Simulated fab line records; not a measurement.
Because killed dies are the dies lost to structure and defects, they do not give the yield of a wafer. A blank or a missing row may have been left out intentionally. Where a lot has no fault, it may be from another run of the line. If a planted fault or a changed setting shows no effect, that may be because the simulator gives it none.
Chamber matching | flow n5_finfet | N5_BEOL_M12_VIA_ETCH_16 on rie_diel-05: 4 sister chambers
The step etches SiOC in C4F8/O2/Ar, target depth 724.8 nm. 14 wafers are shown with their chamber, then 7 later ones without.

## WAFERS WITH THEIR CHAMBER
wafer  | chamber | throttle_valve_pct (%) | oes_product_au (a.u.) | showerhead_plenum_p_Torr (Torr)
L075.4 | 0       | 24.34                  | 0.75                  | 3.36
L075.5 | 3       | 24.30                  | 0.82                  | 3.38
L075.6 | 2       | 24.59                  | 0.65                  | 3.35
L082.1 | 1       | 24.21                  | 0.75                  | 3.31
L082.3 | 0       | 24.34                  | 0.74                  | 3.35
L082.4 | 2       | 24.61                  | 0.62                  | 3.34
L085.2 | 1       | 24.22                  | 0.74                  | 3.31
L085.4 | 2       | 24.61                  | 0.62                  | 3.34
L085.5 | 2       | 24.62                  | 0.62                  | 3.34
L090.1 | 0       | 24.37                  | 0.72                  | 3.34
L090.3 | 3       | 24.35                  | 0.78                  | 3.36
L090.5 | 3       | 24.34                  | 0.77                  | 3.36
L093.2 | 2       | 24.63                  | 0.61                  | 3.33
L093.3 | 0       | 24.39                  | 0.71                  | 3.34

SIGNATURES (averages over the wafers above)
reading                  | chamber 0 | chamber 1 | chamber 2 | chamber 3 | scatter within a chamber
throttle_valve_pct       | 24.3600   | 24.2150   | 24.6120   | 24.3300   | 0.0203
oes_product_au           | 0.7300    | 0.7450    | 0.6240    | 0.7900    | 0.0184
showerhead_plenum_p_Torr | 3.3475    | 3.3100    | 3.3400    | 3.3667    | 0.00861
Rule: a wafer's distance from a chamber is the root of the sum, over the readings, of the square of ((its reading less the chamber's mean) divided by the reading's scatter). The wafer belongs to the nearest chamber; if the next one is less than 2 further off, it can't be placed. The scatter: the root of (the sum of the squares of (reading less its chamber's mean) over the shown wafers, divided by (wafers less chambers)).

## WAFERS WITHOUT THEIR CHAMBER
wafer  | throttle_valve_pct (%) | oes_product_au (a.u.) | showerhead_plenum_p_Torr (Torr)
L093.4 | 24.63                  | 0.61                  | 3.34
L095.2 | 24.36                  | 0.77                  | 3.36
L095.5 | 24.41                  | 0.71                  | 3.34
L095.6 | 24.26                  | 0.71                  | 3.30
L097.2 | 24.38                  | 0.77                  | 3.35
L097.4 | 24.35                  | 0.76                  | 3.35
L097.6 | 24.41                  | 0.70                  | 3.33

## THE CHAMBER EACH PASSED THROUGH
wafer  | from the rows above     | in truth
L093.4 | 2                       | 2
L095.2 | can't be placed: 3 or 0 | 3
L095.5 | 0                       | 0
L095.6 | 1                       | 1
L097.2 | can't be placed: 0 or 3 | 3
L097.4 | can't be placed: 0 or 3 | 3
L097.6 | 0                       | 0
4 of 7 placed correctly. Cannot be placed on the basis of these rows: 3; the candidates contain the true chamber in 3. Placed wrongly: 0.
